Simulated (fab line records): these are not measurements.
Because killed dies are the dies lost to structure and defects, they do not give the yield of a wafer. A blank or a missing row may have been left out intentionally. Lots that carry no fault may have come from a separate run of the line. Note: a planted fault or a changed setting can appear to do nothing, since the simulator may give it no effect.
Shared-tool check + flow nand-harc + 13 lots and 39 wafers in the sample

== WHAT PROMPTED THE OPENING ==
At NHARC_A_ONON_D1_THK_MEAS_02 the reading thk-nm is flagged on 2 of 13 lots. No-fault wafers: 999 nm, standard deviation 10.
Rule: flag the lot when none of its wafers has a number, or when each of its wafers that has one lies beyond 4 standard deviations from that mean. The rest of the lots are taken to be sound.

| lot  | measured     | on            | thk-nm (nm), wafer by wafer | flag    |
|------|--------------|---------------|-----------------------------|---------|
| L510 | day 8 03:38  | film-metro-01 | 1001 1001 1003              |         |
| L509 | day 8 08:55  | film-metro-01 | 1009 1007 1009              |         |
| L513 | day 8 20:05  | film-metro-01 | 985 984 984                 |         |
| L516 | day 9 19:17  | film-metro-01 | 676 678 678                 | FLAGGED |
| L519 | day 10 21:21 | film-metro-01 | 686 688 689                 | FLAGGED |
| L520 | day 10 21:22 | film-metro-02 | 998 998 997                 |         |
| L522 | day 11 04:02 | film-metro-01 | 995 995 995                 |         |
| L523 | day 11 11:22 | film-metro-02 | 1008 1008 1008              |         |
| L525 | day 11 18:00 | film-metro-01 | 1000 1001 1000              |         |
| L526 | day 12 11:53 | film-metro-02 | 993 995 994                 |         |
| L527 | day 12 11:53 | film-metro-01 | 1026 1024 1027              |         |
| L528 | day 12 19:29 | film-metro-02 | 990 990 990                 |         |
| L529 | day 13 04:35 | film-metro-02 | 1006 1006 1006              |         |
The numbers of the flagged lots are 682 nm on average: -316 nm against the usual, or -32 standard deviations.

== LOT BY LOT: THE TOOL USED ==
The record holds 3 process steps before the reading, out of a route of 1159 steps. Cell contents, in order: the tool; ch with the chambers the sampled wafers went through; the start.
| lot  | flag    | NHARC_A_ZERO_WELL_ETCH_13        | NHARC_A_ZERO_WELL_RTA_16         | NHARC_A_ONON_D1_DEP_00           |
|------|---------|----------------------------------|----------------------------------|----------------------------------|
| L510 |         | rie-si-02 ch 1,2, day 7 05:14    | rtp-anneal-01 ch 0, day 7 06:30  | pecvd-onon-02 ch 0, day 8 03:15  |
| L509 |         | rie-si-06 ch 2,3, day 7 10:05    | rtp-anneal-02 ch 0, day 7 11:08  | pecvd-onon-03 ch 0, day 8 08:25  |
| L513 |         | rie-si-04 ch 0,2,3, day 7 20:13  | rtp-anneal-02 ch 0, day 7 21:09  | pecvd-onon-02 ch 0, day 8 19:35  |
| L516 | FLAGGED | rie-si-04 ch 0,1,3, day 8 21:10  | rtp-anneal-02 ch 0, day 8 22:04  | pecvd-onon-03 ch 0, day 9 18:50  |
| L519 | FLAGGED | rie-si-04 ch 0,1,3, day 9 23:11  | rtp-anneal-01 ch 0, day 10 00:05 | pecvd-onon-03 ch 0, day 10 20:50 |
| L520 |         | rie-si-06 ch 0,2, day 9 23:41    | rtp-anneal-02 ch 0, day 10 00:35 | pecvd-onon-02 ch 0, day 10 20:51 |
| L522 |         | rie-si-02 ch 2,3, day 10 05:28   | rtp-anneal-01 ch 0, day 10 06:25 | pecvd-onon-02 ch 0, day 11 03:31 |
| L523 |         | rie-si-04 ch 2,3, day 10 13:04   | rtp-anneal-02 ch 0, day 10 13:58 | pecvd-onon-04 ch 0, day 11 10:51 |
| L525 |         | rie-si-06 ch 0,3, day 10 20:00   | rtp-anneal-02 ch 0, day 10 20:56 | pecvd-onon-04 ch 0, day 11 17:32 |
| L526 |         | rie-si-04 ch 0,1,3, day 11 13:24 | rtp-anneal-02 ch 0, day 11 14:20 | pecvd-onon-02 ch 0, day 12 11:26 |
| L527 |         | rie-si-02 ch 1,2,3, day 11 13:46 | rtp-anneal-01 ch 0, day 11 14:44 | pecvd-onon-04 ch 0, day 12 11:33 |
| L528 |         | rie-si-04 ch 1,2, day 11 20:59   | rtp-anneal-02 ch 0, day 11 21:57 | pecvd-onon-04 ch 0, day 12 19:03 |
| L529 |         | rie-si-04 ch 2,3, day 12 04:39   | rtp-anneal-02 ch 0, day 12 05:37 | pecvd-onon-04 ch 0, day 13 04:11 |
These steps, and what they do:
- NHARC_A_ZERO_WELL_ETCH_13: etches the open film in HBr/Cl2, target depth 120 nm, time 40.1 s.
- NHARC_A_ZERO_WELL_RTA_16: time 10 s.
- NHARC_A_ONON_D1_DEP_00: target thk 1000 nm.
- NHARC_A_ONON_D1_THK_MEAS_02: measures by ellipsometry.

== FLAGGED OVER TOTAL, TOOL BY TOOL (the gauges that took the reading come last) ==
| step                        | tool          | lots run | flagged | share of the flagged lots | sound lots run after its first flagged lot |
|-----------------------------|---------------|----------|---------|---------------------------|--------------------------------------------|
| NHARC_A_ZERO_WELL_ETCH_13   | rie-si-02     | 3        | 0       | none                      | -                                          |
| NHARC_A_ZERO_WELL_ETCH_13   | rie-si-04     | 7        | 2       | all                       | 4 (L523,L526,L528,L529)                    |
| NHARC_A_ZERO_WELL_ETCH_13   | rie-si-06     | 3        | 0       | none                      | -                                          |
| NHARC_A_ZERO_WELL_RTA_16    | rtp-anneal-01 | 4        | 1       | some                      | 2 (L522,L527)                              |
| NHARC_A_ZERO_WELL_RTA_16    | rtp-anneal-02 | 9        | 1       | some                      | 6 (L520,L523,L525,L526,L528,L529)          |
| NHARC_A_ONON_D1_DEP_00      | pecvd-onon-02 | 5        | 0       | none                      | -                                          |
| NHARC_A_ONON_D1_DEP_00      | pecvd-onon-03 | 3        | 2       | all                       | 0                                          |
| NHARC_A_ONON_D1_DEP_00      | pecvd-onon-04 | 5        | 0       | none                      | -                                          |
| NHARC_A_ONON_D1_THK_MEAS_02 | film-metro-01 | 8        | 2       | all                       | 3 (L522,L525,L527)                         |
| NHARC_A_ONON_D1_THK_MEAS_02 | film-metro-02 | 5        | 0       | none                      | -                                          |

== WHAT THE TABLE PERMITS ==
rie-si-04 at NHARC_A_ZERO_WELL_ETCH_13, pecvd-onon-03 at NHARC_A_ONON_D1_DEP_00 and film-metro-01 at NHARC_A_ONON_D1_THK_MEAS_02: these 3 rows of the table ran every flagged lot.
- rie-si-04 at NHARC_A_ZERO_WELL_ETCH_13: 2 of its 7 lots flagged. Sound lots followed the first flagged one (L523, L526, L528, L529) on it, something a lasting fault affecting the whole tool could not allow.
- pecvd-onon-03 at NHARC_A_ONON_D1_DEP_00: 2 of its 3 lots flagged. Last sound lot L509 at day 8 08:25, first flagged lot L516 at day 9 18:50; a fault beginning in between fits.
- film-metro-01 at NHARC_A_ONON_D1_THK_MEAS_02: 2 of its 8 lots flagged. Sound lots followed the first flagged one (L522, L525, L527) on it, something a lasting fault affecting the whole tool could not allow.
One tool is left: pecvd-onon-03 at NHARC_A_ONON_D1_DEP_00.

== WHAT THE SIMULATOR PUT IN ==
pecvd-onon-03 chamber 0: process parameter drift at NHARC_A_ONON_D1_DEP_00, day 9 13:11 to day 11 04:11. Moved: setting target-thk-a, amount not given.
Shown lots that were struck: L516, L519. Same finding as the rule above.
